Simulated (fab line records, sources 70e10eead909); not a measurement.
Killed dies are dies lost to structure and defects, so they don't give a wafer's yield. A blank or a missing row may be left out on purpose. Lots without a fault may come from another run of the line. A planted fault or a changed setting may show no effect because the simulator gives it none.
fab line records | flow nand_harc
record lots=14 wafers=42 last_day=33
route steps=1302 shown A_CHANNEL_FILL_D1@509 A_ONON_D2@558 END@1302
lots that met no fault: from a run of the same line without faults
start_h: hours from the record's first day to the start of the lot's first wafer shown | wait_h: hours since the lot's step before | " the same as in the row above | L1.1+2: a row that stands for several wafers | - no value, or no start given | * or withheld: withheld | < > ~ a bound
route shown NAME@n: a module of which the file shows steps, and the number in the route of the first | usual: mean/standard deviation of fault-free wafers | same: alike in all rows | chamber/n: place in a boat | sites: the reading at each site | _std_site: their standard deviation | _edge_site: outer sites' mean less inner sites' | radius_mm: how far each site lies from the wafer's centre | mask NAME#n: copy n | behind: the tool/chamber that last shaped the wafer | hold: why the lot was held/for how many hours/how that ended | device: the transistor (n, p or np) that didn't switch | end of line: the same wafers' tests at the end of the route | a step without rows: its recipe alone | killed: dies lost to structure and defects at the first sort, not the wafer's yield | map: a wafer's dies, x killed, . not, _ none there
set.NAME: the setting as run; set.NAME@STEP: as run at that earlier step | model.NAME: the simulator's own value behind a step, which no gauge read
steps of the route over a sample of lots; a table a step, a row a wafer
services: from which hour (start_h, from the record's first day; less than 0 if before it) a tool's chamber was out of use, for how many hours, and why
## steps
# step NHARC_A_CHANNEL_FILL_D1_STRIP_29
# recipe time_s=20 o2_flow_sccm=500 ar_flow_sccm=0 bias_w=0 chemistry=O2
# usual drypump_motor_current_A=5.7/0.35 oes_product_au=0.999/0.0094 rf_vpp_V=57.9/0.83 showerhead_plenum_p_Torr=3.49/0.099 throttle_valve_pct=17.036/0.0099
# same time_s=20
# columns lot.wafer tool chamber start_h wait_h drypump_motor_current_A oes_product_au rf_hours_counter_h rf_vpp_V showerhead_plenum_p_Torr throttle_valve_pct
L349.1 rie_diel-02 1 - - 5.8 0.998 0.9 57.8 3.57 17.026
L349.3 " 2 " " 5.2 1.011 0.9 58.5 3.51 17.042
L349.6 " 1 " " 5.8 1.002 - 57.8 3.57 17.033
L350.3 rie_diel-10 0 - - 6.2 0.990 0.0 57.6 3.65 17.030
L350.6 " 3 " " 5.3 1.000 - 57.4 3.57 17.028
L350.5 " 0 " " 6.2 0.993 - 57.1 3.65 17.037
L351.3 rie_diel-01 0 - - 5.9 1.007 3.1 58.2 3.39 17.042
L351.1 " 2 " " 5.5 1.009 3.2 58.7 3.61 17.028
L351.5 " 0 " " 5.9 1.007 - 56.7 3.39 17.039
L352.2 rie_diel-01 3 273.84 0.2 5.8 0.994 3.9 57.9 3.55 17.032
L352.1 " 1 " " 5.1 0.996 3.6 56.9 3.35 17.034
L352.5 " 1 " " 5.2 0.989 - 57.7 3.35 17.027
L353.1 rie_diel-02 1 - - 5.8 0.988 2.8 57.9 3.57 17.037
L353.4 " 2 " " 5.2 0.992 2.9 56.7 3.51 17.043
L353.3 " 3 " " 6.1 0.998 2.7 58.5 3.33 17.053
L358.4 rie_diel-02 0 - - 6.1 1.002 4.5 57.2 3.49 17.032
L358.2 " 1 " " 5.8 1.002 5.3 59.4 3.56 17.027
L358.5 " 0 " " 6.1 0.997 - 58.5 3.49 17.029
L360.2 rie_diel-10 3 - - 5.3 0.996 5.0 58.9 3.57 17.038
L360.4 " 0 " " 6.2 0.993 6.0 58.0 3.65 17.031
L360.3 " 1 " " 5.6 1.002 5.6 57.6 3.52 17.034
L365.2 rie_diel-01 0 - - 5.9 0.996 0.6 57.4 3.38 17.018
L365.4 " 2 " " 5.5 1.004 0.5 57.0 3.61 17.031
L365.5 " 1 " " 5.2 0.996 - 57.1 3.35 17.044
L366.2 rie_diel-01 1 - - 5.1 0.996 1.8 57.7 3.34 17.035
L366.5 " 0 " " 5.9 0.998 - 58.8 3.38 17.037
L366.6 " 1 " " 5.1 0.988 - 56.5 3.35 17.031
L367.1 rie_diel-01 3 - - 5.8 0.998 1.5 57.8 3.55 17.035
L367.5 " 2 " " 5.5 1.012 - 58.7 3.61 17.054
L367.6 " 3 " " 5.8 1.007 - 58.0 3.55 17.033
L368.3 rie_diel-02 3 - - 6.1 0.994 1.5 58.2 3.33 17.021
L368.1 " 0 " " 6.1 1.011 1.8 56.0 3.49 17.037
L368.6 " 2 " " 5.2 1.002 - 56.8 3.50 17.032
L369.1 rie_diel-02 0 - - 6.1 1.009 2.4 57.8 3.49 17.038
L369.3 " 1 " " 5.8 0.988 2.3 58.5 3.56 17.042
L369.2 " 2 " " 5.2 1.002 1.9 57.6 3.50 17.026
L371.3 rie_diel-02 0 - - 6.1 1.003 2.5 57.2 3.49 17.038
L371.2 " 1 " " 5.8 0.988 2.4 58.3 3.56 17.021
L371.1 " 2 " " 5.2 0.998 2.1 59.0 3.50 17.041
L370.2 rie_diel-01 3 - - 5.8 0.994 2.9 59.3 3.55 17.030
L370.1 " 1 " " 5.1 0.996 3.6 56.4 3.34 17.025
L370.6 " 2 " " 5.5 0.994 - 58.3 3.61 17.051
# step NHARC_A_ONON_D2_DEP_19
# recipe target_thk_a=10000 n2_flow_sccm=2750 n2o_flow_sccm=2000 nh3_flow_sccm=500 sih4_flow_sccm=210 temp_c=400
# columns lot.wafer tool chamber start_h wait_h
L349.1+3+6 pecvd_onon-02 0 291.85 0.1
L350.3+5+6 pecvd_onon-03 0 313.31 0.2
L351.1+3+5 pecvd_onon-03 0 321.64 0.1
L352.1+2+5 pecvd_onon-03 0 332.74 0.1
L353.1+3+4 pecvd_onon-01 0 340.33 0.1
L358.2+4+5 pecvd_onon-03 0 387.76 0.1
L360.2+3+4 pecvd_onon-03 0 403.08 0.1
L365.2+4+5 pecvd_onon-03 0 460.65 0.1
L367.1+5+6 pecvd_onon-02 0 477.61 0.1
L366.2+5+6 pecvd_onon-01 0 477.64 0.1
L368.1+3+6 pecvd_onon-02 0 496.83 0.1
L369.1+2+3 pecvd_onon-01 0 497.02 0.1
L371.1+2+3 pecvd_onon-03 0 510.43 0.1
L370.1+2+6 pecvd_onon-02 0 510.45 0.1
# step NHARC_A_ONON_D2_THK_MEAS_21
# recipe thk_meas_gauge=ellipsometry
# usual thk_nm=1001/9.4
# columns lot.wafer tool chamber start_h wait_h thk_nm
L349.1 film_metro-01 - 292.36 - 1003
L349.3 " - " " 1003
L349.6 " - " " 1001
L350.3 film_metro-02 - 313.70 - 992
L350.5 " - " " 993
L350.6 " - " " 992
L351.1 film_metro-01 - 322.15 - 1003
L351.3 " - " " 1002
L351.5 " - " " 1002
L352.1 film_metro-02 - 333.25 - 979
L352.2 " - " " 979
L352.5 " - " " 981
L353.1 film_metro-01 - 340.85 - 986
L353.3 " - " " 986
L353.4 " - " " 985
L358.2 film_metro-02 - 388.21 - 936
L358.4 " - " " 934
L358.5 " - " " 934
L360.2 film_metro-02 - 403.53 - 942
L360.3 " - " " 941
L360.4 " - " " 940
L365.2 film_metro-01 - 461.11 - 1006
L365.4 " - " " 1006
L365.5 " - " " 1007
L366.2 film_metro-02 - 478.09 - 1005
L366.5 " - " " 1004
L366.6 " - " " 1004
L367.1 film_metro-01 - 478.12 - 997
L367.5 " - " " 998
L367.6 " - " " 998
L368.1 film_metro-01 - 497.34 - 999
L368.3 " - " " 999
L368.6 " - " " 1000
L369.1 film_metro-02 - 497.53 - 993
L369.2 " - " " 994
L369.3 " - " " 994
L371.1 film_metro-01 - 510.94 - 992
L371.2 " - " " 994
L371.3 " - " " 992
L370.1 film_metro-02 - 510.96 - 1002
L370.2 " - " " 1002
L370.6 " - " " 999
# step NHARC_A_ONON_D2_INSPECT_32
# usual raw_defect_count=390/130
# columns lot.wafer tool chamber start_h wait_h raw_defect_count
L349.1 defect_inspect-01 - 294.62 0.0 320
L349.3 " - " " 650
L349.6 " - " " 605
L350.3 defect_inspect-01 - 316.00 0.0 329
L350.5 " - " " 364
L350.6 " - " " 396
L351.1 defect_inspect-01 - 324.41 0.0 268
L351.3 " - " " 400
L351.5 " - " " 260
L352.1 defect_inspect-01 - 335.49 0.0 267
L352.2 " - " " 365
L352.5 " - " " 396
L353.1 defect_inspect-02 - 343.08 0.0 225
L353.3 " - " " 222
L353.4 " - " " 295
L358.2 defect_inspect-01 - 390.47 0.0 566
L358.4 " - " " 520
L358.5 " - " " 796
L360.2 defect_inspect-02 - 405.80 0.0 424
L360.3 " - " " 377
L360.4 " - " " 530
L365.2 defect_inspect-02 - 463.50 0.0 264
L365.4 " - " " 274
L365.5 " - " " 552
L366.2 defect_inspect-01 - 480.41 0.0 235
L366.5 " - " " 192
L366.6 " - " " 254
L367.1 defect_inspect-02 - 480.45 0.0 638
L367.5 " - " " 510
L367.6 " - " " 537
L368.1 defect_inspect-01 - 499.61 0.0 236
L368.3 " - " " 294
L368.6 " - " " 378
L369.1 defect_inspect-02 - 499.81 0.0 323
L369.2 " - " " 400
L369.3 " - " " 328
L371.1 defect_inspect-02 - 513.17 0.0 434
L371.2 " - " " 319
L371.3 " - " " 368
L370.1 defect_inspect-01 - 513.19 0.0 342
L370.2 " - " " 365
L370.6 " - " " 435
# step NHARC_END_SORT_01
# recipe temp_c=25
# usual killed_at_array=65/19 killed_at_other=0.9/1.1 killed_at_periphery=3.5/2.3 killed_dies=69/19 killed_open=3.2/1.8 killed_short=2.4/1.5
# same gross_dies=677
# columns lot.wafer tool chamber start_h wait_h killed_at_array killed_at_other killed_at_periphery killed_dies killed_open killed_short
L350.3 prober-01 0 589.14 3.1 53 0 3 56 3 3
L350.5 prober-01 0 590.74 3.7 61 0 7 68 5 4
L350.6 prober-01 0 591.54 4.0 65 0 1 66 2 4
L360.2 prober-01 0 676.87 2.8 671 1 5 677 4 5
L360.3 prober-01 0 677.68 3.1 675 0 2 677 2 1
L360.4 prober-01 0 678.50 3.4 674 1 2 677 4 3
L358.2 prober-02 0 684.67 2.8 674 0 3 677 4 2
L358.4 prober-02 0 686.26 3.4 673 0 4 677 7 4
L358.5 prober-02 0 687.05 3.7 672 2 3 677 7 0
L365.2 prober-02 0 727.22 2.8 99 4 3 106 2 2
L365.4 prober-02 0 728.83 3.4 99 4 2 105 2 1
L365.5 prober-02 0 729.64 3.7 89 0 6 95 7 3
L366.2 prober-01 0 762.22 2.8 84 3 1 88 8 2
L369.1 prober-01 0 772.11 2.5 75 3 4 82 5 3
L369.2 prober-01 0 772.92 2.8 62 1 2 65 1 3
L369.3 prober-01 0 773.72 3.1 66 1 1 68 2 3
L367.1 prober-02 0 772.15 2.5 82 4 3 89 4 3
L367.5 prober-02 0 775.32 3.7 86 2 5 93 2 1
L367.6 prober-02 0 776.12 4.0 78 4 4 86 6 6
L368.1 prober-02 0 779.92 2.5 59 2 4 65 7 2
L368.3 prober-02 0 781.51 3.1 64 2 5 71 6 1
L368.6 prober-02 0 783.89 4.0 65 0 0 65 3 5
L371.1 prober-01 0 793.23 2.5 59 1 2 62 0 3
L371.2 prober-01 0 794.02 2.8 50 2 2 54 1 1
L371.3 prober-01 0 794.81 3.1 55 1 2 58 6 2
L370.1 prober-02 0 793.28 2.5 60 0 0 60 1 0
L370.2 prober-02 0 794.07 2.8 68 1 2 71 6 4
L370.6 prober-02 0 797.25 4.0 52 0 1 53 3 1
# killed by level:class
L350.3 A_CHANNEL_HOLE_D1:chamber_film_flake=34 A_CHANNEL_HOLE_D2:chamber_film_flake=7 A_CONTACT:chamber_film_flake=4 A_ONON_D2:geometric_particle:open=2 P_M2:geometric_particle:open=1 A_CHANNEL_HOLE_D1:geometric_particle:short=1 A_ONON_D2:geometric_particle:short=1 A_CHANNEL_FILL_D2:geometric_particle:short=1
L350.5 A_CHANNEL_HOLE_D1:chamber_film_flake=35 A_CHANNEL_HOLE_D2:chamber_film_flake=12 A_CONTACT:chamber_film_flake=4 A_STAIRCASE:chamber_film_flake=3 P_CONTACT:chamber_film_flake=2 P_STI:geometric_particle:open=1 P_CONTACT:geometric_particle:short=1 P_CONTACT:geometric_particle:open=1
L350.6 A_CHANNEL_HOLE_D1:chamber_film_flake=35 A_CHANNEL_HOLE_D2:chamber_film_flake=16 A_STAIRCASE:chamber_film_flake=3 A_CONTACT:chamber_film_flake=3 A_WL_FILL:geometric_particle:short=2 A_WL_FILL:chamber_film_flake=2 P_M0:geometric_particle:short=1 A_CHANNEL_FILL_D1:geometric_particle:open=1
L360.2 A_ONON_D2:area_dep=599 A_CHANNEL_HOLE_D1:chamber_film_flake=33 A_CHANNEL_HOLE_D2:chamber_film_flake=19 A_STAIRCASE:chamber_film_flake=5 A_CONTACT:chamber_film_flake=5 A_CHANNEL_FILL_D1:geometric_particle:short=3 P_ZERO_WELL:chamber_film_flake=2 P_STI:chamber_film_flake=2
L360.3 A_ONON_D2:area_dep=599 A_CHANNEL_HOLE_D1:chamber_film_flake=37 A_CHANNEL_HOLE_D2:chamber_film_flake=18 A_CONTACT:chamber_film_flake=10 A_STAIRCASE:chamber_film_flake=4 A_WL_FILL:chamber_film_flake=4 P_CONTACT:geometric_particle:open=1 P_M0:geometric_particle:open=1
L360.4 A_ONON_D2:area_dep=612 A_CHANNEL_HOLE_D1:chamber_film_flake=32 A_CHANNEL_HOLE_D2:chamber_film_flake=19 A_CHANNEL_FILL_D1:geometric_particle:short=2 A_STAIRCASE:chamber_film_flake=2 A_CONTACT:chamber_film_flake=2 P_CONTACT:geometric_particle:open=1 P_M1:geometric_particle:open=1
L358.2 A_ONON_D2:area_dep=590 A_CHANNEL_HOLE_D1:chamber_film_flake=34 A_SLIT:chamber_film_flake=31 A_STAIRCASE:chamber_film_flake=7 A_CHANNEL_FILL_D1:chamber_film_flake=2 A_WL_FILL:chamber_film_flake=2 P_CONTACT:geometric_particle:short=1 A_ONON_D2:geometric_particle:open=1
L358.4 A_ONON_D2:area_dep=582 A_CHANNEL_HOLE_D1:chamber_film_flake=36 A_SLIT:chamber_film_flake=34 A_STAIRCASE:chamber_film_flake=7 A_SGD_CUT:chamber_film_flake=3 A_DECK1_JOINT:geometric_particle:short=2 A_ONON_D2:geometric_particle:open=2 A_CHANNEL_FILL_D2:geometric_particle:open=2
L358.5 A_ONON_D2:area_dep=585 A_SLIT:chamber_film_flake=34 A_CHANNEL_HOLE_D1:chamber_film_flake=30 A_SGD_CUT:chamber_film_flake=6 A_STAIRCASE:chamber_film_flake=4 A_CONTACT:chamber_film_flake=3 A_CHANNEL_HOLE_D2:chamber_film_flake=2 A_WL_FILL:chamber_film_flake=2
L365.2 A_CHANNEL_HOLE_D1:chamber_film_flake=34 A_SLIT:chamber_film_flake=31 A_CHANNEL_HOLE_D2:chamber_film_flake=26 A_CONTACT:chamber_film_flake=4 P_GATE:chamber_film_flake=2 A_STAIRCASE:chamber_film_flake=2 THIN_TSV:chamber_film_flake=2 A_ONON_D1:geometric_particle:open=1
L365.4 A_SLIT:chamber_film_flake=36 A_CHANNEL_HOLE_D1:chamber_film_flake=30 A_CHANNEL_HOLE_D2:chamber_film_flake=20 A_CONTACT:chamber_film_flake=7 THIN_TSV:chamber_film_flake=4 P_M0:chamber_film_flake=2 A_WL_FILL:chamber_film_flake=2 A_CHANNEL_FILL_D2:geometric_particle:open=1
L365.5 A_CHANNEL_HOLE_D1:chamber_film_flake=29 A_SLIT:chamber_film_flake=25 A_CHANNEL_HOLE_D2:chamber_film_flake=15 A_CONTACT:chamber_film_flake=7 A_STAIRCASE:chamber_film_flake=3 P_M0:chamber_film_flake=2 P_M0:geometric_particle:open=1 P_M2:geometric_particle:short=1
L366.2 A_CHANNEL_HOLE_D1:chamber_film_flake=32 A_SLIT:chamber_film_flake=31 THIN_TSV:chamber_film_flake=3 A_ONON_D1:geometric_particle:open=2 A_CHANNEL_FILL_D1:geometric_particle:open=2 A_DECK1_JOINT:chamber_film_flake=2 A_STAIRCASE:chamber_film_flake=2 A_WL_FILL:chamber_film_flake=2
L369.1 A_CHANNEL_HOLE_D2:chamber_film_flake=36 A_CHANNEL_HOLE_D1:chamber_film_flake=19 A_SLIT:chamber_film_flake=7 A_STAIRCASE:chamber_film_flake=5 P_BONDPAD:chamber_film_flake=3 A_CONTACT:geometric_particle:open=2 A_CONTACT:chamber_film_flake=2 A_ONON_D2:geometric_particle:short=1
L367.1 A_CHANNEL_HOLE_D1:chamber_film_flake=32 A_CHANNEL_HOLE_D2:chamber_film_flake=30 A_SLIT:chamber_film_flake=7 A_STAIRCASE:chamber_film_flake=4 A_WL_FILL:chamber_film_flake=3 THIN_TSV:chamber_film_flake=3 P_CONTACT:geometric_particle:short=1 A_ONON_D1:geometric_particle:open=1
L369.2 A_CHANNEL_HOLE_D2:chamber_film_flake=29 A_CHANNEL_HOLE_D1:chamber_film_flake=15 A_SLIT:chamber_film_flake=8 A_STAIRCASE:chamber_film_flake=4 P_GATE:chamber_film_flake=2 A_WL_FILL:chamber_film_flake=2 A_CHANNEL_HOLE_D1:geometric_particle:short=1 A_CHANNEL_FILL_D1:geometric_particle:short=1
L369.3 A_CHANNEL_HOLE_D2:chamber_film_flake=32 A_SLIT:chamber_film_flake=14 A_CHANNEL_HOLE_D1:chamber_film_flake=8 A_STAIRCASE:chamber_film_flake=3 A_CONTACT:chamber_film_flake=3 A_BLC:geometric_particle:open=2 A_ONON_D2:geometric_particle:short=1 A_CHANNEL_HOLE_D2:geometric_particle:short=1
L367.5 A_CHANNEL_HOLE_D1:chamber_film_flake=37 A_CHANNEL_HOLE_D2:chamber_film_flake=31 A_CONTACT:chamber_film_flake=7 P_GATE:chamber_film_flake=3 A_SLIT:chamber_film_flake=3 A_STAIRCASE:chamber_film_flake=2 A_WL_FILL:chamber_film_flake=2 THIN_TSV:chamber_film_flake=2
L367.6 A_CHANNEL_HOLE_D1:chamber_film_flake=34 A_CHANNEL_HOLE_D2:chamber_film_flake=22 A_SLIT:chamber_film_flake=5 A_CONTACT:chamber_film_flake=5 THIN_TSV:chamber_film_flake=4 A_ONON_D2:geometric_particle:short=2 A_CHANNEL_FILL_D2:geometric_particle:open=2 A_M0:geometric_particle:short=2
L368.1 A_SLIT:chamber_film_flake=29 A_CHANNEL_HOLE_D1:chamber_film_flake=16 A_CONTACT:chamber_film_flake=4 P_M0:geometric_particle:open=1 P_M2:geometric_particle:open=1 A_CHANNEL_FILL_D1:geometric_particle:open=1 A_CHANNEL_HOLE_D2:geometric_particle:open=1 A_SGD_CUT:geometric_particle:open=1
L368.3 A_SLIT:chamber_film_flake=32 A_CHANNEL_HOLE_D1:chamber_film_flake=18 A_CONTACT:chamber_film_flake=5 P_M2:chamber_film_flake=4 A_M1:geometric_particle:open=2 A_CHANNEL_HOLE_D2:chamber_film_flake=2 THIN_TSV:chamber_film_flake=2 P_M2:geometric_particle:open=1
L368.6 A_SLIT:chamber_film_flake=33 A_CHANNEL_HOLE_D1:chamber_film_flake=17 A_STAIRCASE:chamber_film_flake=4 A_CHANNEL_FILL_D2:geometric_particle:short=3 A_CHANNEL_FILL_D2:geometric_particle:open=2 A_CONTACT:chamber_film_flake=2 A_CHANNEL_FILL_D1:geometric_particle:short=1 A_SGD_CUT:geometric_particle:open=1
L371.1 A_CHANNEL_HOLE_D2:chamber_film_flake=32 A_SLIT:chamber_film_flake=13 A_CONTACT:chamber_film_flake=8 P_GATE:chamber_film_flake=2 A_STAIRCASE:chamber_film_flake=2 A_CHANNEL_FILL_D2:geometric_particle:short=1 A_WL_FILL:geometric_particle:short=1 STARTING-WAFER:geometric_particle:short=1
L370.1 A_SLIT:chamber_film_flake=34 A_CONTACT:chamber_film_flake=14 A_CHANNEL_HOLE_D2:chamber_film_flake=4 A_STAIRCASE:chamber_film_flake=4 A_CHANNEL_HOLE_D1:chamber_film_flake=2 A_SGD_CUT:geometric_particle:open=1 A_CHANNEL_FILL_D1:chamber_film_flake=1
L371.2 A_CHANNEL_HOLE_D2:chamber_film_flake=30 A_STAIRCASE:chamber_film_flake=9 A_SLIT:chamber_film_flake=4 A_BLC:chamber_film_flake=2 THIN_TSV:chamber_film_flake=2 A_DECK1_JOINT:geometric_particle:open=1 A_CHANNEL_HOLE_D2:geometric_particle:short=1 P_STI:chamber_film_flake=1
L370.2 A_SLIT:chamber_film_flake=36 A_CONTACT:chamber_film_flake=10 A_STAIRCASE:chamber_film_flake=5 A_CHANNEL_HOLE_D2:chamber_film_flake=4 A_CHANNEL_HOLE_D1:unspecified=3 A_ONON_D1:geometric_particle:short=2 A_M0:geometric_particle:open=2 A_DECK1_JOINT:geometric_particle:short=1
L371.3 A_CHANNEL_HOLE_D2:chamber_film_flake=31 A_SLIT:chamber_film_flake=8 A_CONTACT:chamber_film_flake=5 A_WL_FILL:geometric_particle:short=2 A_M0:geometric_particle:open=2 P_M0:geometric_particle:open=1 A_SOURCE_PLATE:geometric_particle:open=1 A_CHANNEL_HOLE_D2:geometric_particle:open=1
L370.6 A_SLIT:chamber_film_flake=30 A_STAIRCASE:chamber_film_flake=6 A_CONTACT:chamber_film_flake=6 A_CHANNEL_HOLE_D1:chamber_film_flake=3 A_CHANNEL_HOLE_D1:unspecified=2 P_CONTACT:geometric_particle:open=1 A_CHANNEL_FILL_D1:geometric_particle:open=1 A_CHANNEL_FILL_D2:geometric_particle:short=1
## services
# columns tool chamber start_h hours kind
rie_diel-02 - 216.70 9.0 pm
rie_diel-01 0 220.92 9.2 repair
pecvd_onon-03 - 227.29 13.0 pm
rie_diel-02 - 228.63 0.2 repair
rie_diel-10 - 242.50 9.0 pm
rie_diel-02 - 254.42 1.1 repair
rie_diel-10 3 268.21 15.9 repair
pecvd_onon-01 - 269.45 13.0 pm
rie_diel-01 2 273.27 2.7 repair
rie_diel-01 - 276.56 0.2 repair
rie_diel-01 1 293.18 7.1 repair
rie_diel-02 0 296.44 4.0 repair
rie_diel-10 3 302.90 9.9 repair
rie_diel-01 1 307.91 6.5 repair
rie_diel-01 1 355.44 1.6 repair
pecvd_onon-02 - 366.11 13.0 pm
rie_diel-01 - 380.80 9.0 pm
rie_diel-02 - 393.70 9.0 pm
pecvd_onon-03 - 408.29 13.0 pm
pecvd_onon-02 - 439.45 1.3 repair
pecvd_onon-01 - 450.45 13.0 pm
rie_diel-02 1 461.11 4.4 repair
rie_diel-02 - 481.79 0.2 repair
rie_diel-01 - 485.46 0.2 repair
## key
first_sign step=NHARC_A_ONON_D2_THK_MEAS_21 reading=thk_nm direction=down sigmas=6.7 usual=1001 struck=938
effect step=NHARC_END_SORT_01 reading=killed_at_array direction=up sigmas=32 usual=65 struck=673
more_kills_born_at NHARC_A_ONON_D2_DEP_19@pecvd_onon-03=3567
met_at NHARC_A_ONON_D2_DEP_19
struck_lots L358,L360
later_rows_left_out L358.2,L358.4,L358.5,L360.2,L360.3,L360.4
tester_left_out L358,L360
not_acting_at NHARC_A_CHANNEL_FILL_D1_STRIP_29,NHARC_A_ONON_D2_INSPECT_32
onset_between 332.74 387.76
fault kind=process_parameter_drift tool=pecvd_onon-03 chamber=- onset_h=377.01 steps=NHARC_A_ONON_D2_DEP_19 channel=target_thk_a offset=* shape=step end_h=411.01 acts_in=* stated=*
# tester_left_out: of these lots the tester's yield and bins aren't shown, on N5 and GAA mostly nor the transistor test; their killed dies are dies lost to structure and defects alone, not to doping, threshold or leakage, so they don't give the yield
# later_rows_left_out: the simulator's readings of these wafers behind a module that went badly wrong aren't trusted and aren't shown, but for the sort
